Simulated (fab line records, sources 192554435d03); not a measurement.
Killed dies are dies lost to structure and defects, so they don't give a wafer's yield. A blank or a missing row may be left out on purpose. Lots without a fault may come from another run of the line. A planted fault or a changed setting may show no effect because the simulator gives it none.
Tool commonality check | flow n5_finfet | 9 lots, 27 wafers sampled

WHY IT WAS OPENED
At N5_BEOL_M14_RS_MEAS_54 the reading M14_RS is flagged on 2 of 9 lots. Wafers without a fault read 0.0327 ohm/sq, standard deviation 0.00085.
Rule: a lot is flagged when every wafer of it that has a number lies more than 4 standard deviations from that mean, or none has a number. The other lots count as sound.

lot  | measured     | on            | M14_RS (ohm/sq), wafer by wafer | flag
L972 | day 11 23:20 | film_metro-02 | 0.0324 0.0327 0.0320            |
L974 | day 12 08:12 | film_metro-02 | 0.0339 0.0333 0.0332            |
L977 | day 12 18:27 | film_metro-01 | 31.878 33.044 32.286            | FLAGGED
L976 | day 13 00:42 | film_metro-02 | 31.852 31.988 31.710            | FLAGGED
L981 | day 14 07:04 | film_metro-02 | 0.0333 0.0329 0.0326            |
L982 | day 14 16:25 | film_metro-01 | 0.0339 0.0342 0.0339            |
L985 | day 15 21:42 | film_metro-01 | 0.0334 0.0334 0.0332            |
L987 | day 16 00:19 | film_metro-02 | 0.0318 0.0313 0.0323            |
L989 | day 16 07:42 | film_metro-02 | 0.0317 0.0320 0.0319            |
The numbers of the flagged lots are 32.1263 ohm/sq on average: +32.0936 ohm/sq against the usual, or +99 or more standard deviations.

WHICH TOOL RAN EACH LOT
The record holds 3 process steps before the reading, out of a route of 1938 steps. In each cell: the tool, then ch and the chambers that the sampled wafers went through, then the start.
lot  | flag    | N5_BEOL_M14_ETCH_68                | N5_BEOL_M14_ECD_47             | N5_BEOL_M14_CMP_49
L972 |         | rie_diel-02 ch 0,2, day 11 17:03   | ecd_cu-01 ch 0,1, day 11 21:58 | cmp-02 ch 1,2, day 11 22:55
L974 |         | rie_diel-01 ch 0,1,3, day 12 04:28 | ecd_cu-01 ch 0,1, day 12 07:17 | cmp-02 ch 0,1,3, day 12 07:49
L977 | FLAGGED | rie_diel-01 ch 2,3, day 12 14:31   | ecd_cu-01 ch 0,1, day 12 17:32 | cmp-01 ch 1,2, day 12 18:04
L976 | FLAGGED | rie_diel-01 ch 1,2,3, day 12 21:33 | ecd_cu-01 ch 0,1, day 12 23:47 | cmp-04 ch 0,1, day 13 00:16
L981 |         | rie_diel-02 ch 1,3, day 14 04:29   | ecd_cu-01 ch 0,1, day 14 06:09 | cmp-02 ch 0,3, day 14 06:38
L982 |         | rie_diel-01 ch 0,1,2, day 14 11:02 | ecd_cu-01 ch 0,1, day 14 15:33 | cmp-01 ch 0,2,3, day 14 16:01
L985 |         | rie_diel-01 ch 0,2,3, day 15 18:25 | ecd_cu-01 ch 0,1, day 15 20:47 | cmp-02 ch 0,2, day 15 21:19
L987 |         | rie_diel-06 ch 0,2,3, day 15 20:39 | ecd_cu-01 ch 0,1, day 15 23:25 | cmp-01 ch 0,2,3, day 15 23:56
L989 |         | rie_diel-06 ch 0,1,2, day 16 02:37 | ecd_cu-02 ch 0,1, day 16 06:47 | cmp-04 ch 0,1,3, day 16 07:19
What these steps do:
- N5_BEOL_M14_ETCH_68: etches SOC in N2/H2, time 450 s.
- N5_BEOL_M14_ECD_47: material Cu, target thk 1248 nm.
- N5_BEOL_M14_CMP_49: polishes, stops on SiO2, t overpolish 5.2 s, target thk 560 nm.
- N5_BEOL_M14_RS_MEAS_54: measures by four-point-probe.

FLAGGED OVER TOTAL, TOOL BY TOOL (the gauges that took the reading come last)
step                   | tool          | lots run | flagged | share of the flagged lots | sound lots run after its first flagged lot
N5_BEOL_M14_ETCH_68    | rie_diel-01   | 5        | 2       | all                       | 2 (L982,L985)
N5_BEOL_M14_ETCH_68    | rie_diel-02   | 2        | 0       | none                      | -
N5_BEOL_M14_ETCH_68    | rie_diel-06   | 2        | 0       | none                      | -
N5_BEOL_M14_ECD_47     | ecd_cu-01     | 8        | 2       | all                       | 4 (L981,L982,L985,L987)
N5_BEOL_M14_ECD_47     | ecd_cu-02     | 1        | 0       | none                      | -
N5_BEOL_M14_CMP_49     | cmp-01        | 3        | 1       | some                      | 2 (L982,L987)
N5_BEOL_M14_CMP_49     | cmp-02        | 4        | 0       | none                      | -
N5_BEOL_M14_CMP_49     | cmp-04        | 2        | 1       | some                      | 1 (L989)
N5_BEOL_M14_RS_MEAS_54 | film_metro-01 | 3        | 1       | some                      | 2 (L982,L985)
N5_BEOL_M14_RS_MEAS_54 | film_metro-02 | 6        | 1       | some                      | 3 (L981,L987,L989)

WHAT THE TABLE ALLOWS
2 rows of the table ran every flagged lot: rie_diel-01 at N5_BEOL_M14_ETCH_68, ecd_cu-01 at N5_BEOL_M14_ECD_47.
- rie_diel-01 at N5_BEOL_M14_ETCH_68: 2 of its 5 lots flagged. Sound lots ran on it after the first flagged one (L982, L985), which a lasting fault on the whole tool wouldn't allow.
- ecd_cu-01 at N5_BEOL_M14_ECD_47: 2 of its 8 lots flagged. Sound lots ran on it after the first flagged one (L981, L982, L985, L987), which a lasting fault on the whole tool wouldn't allow.
No row of the table ran every flagged lot and no sound lot after the first.

WHAT THE SIMULATOR HAD PUT IN
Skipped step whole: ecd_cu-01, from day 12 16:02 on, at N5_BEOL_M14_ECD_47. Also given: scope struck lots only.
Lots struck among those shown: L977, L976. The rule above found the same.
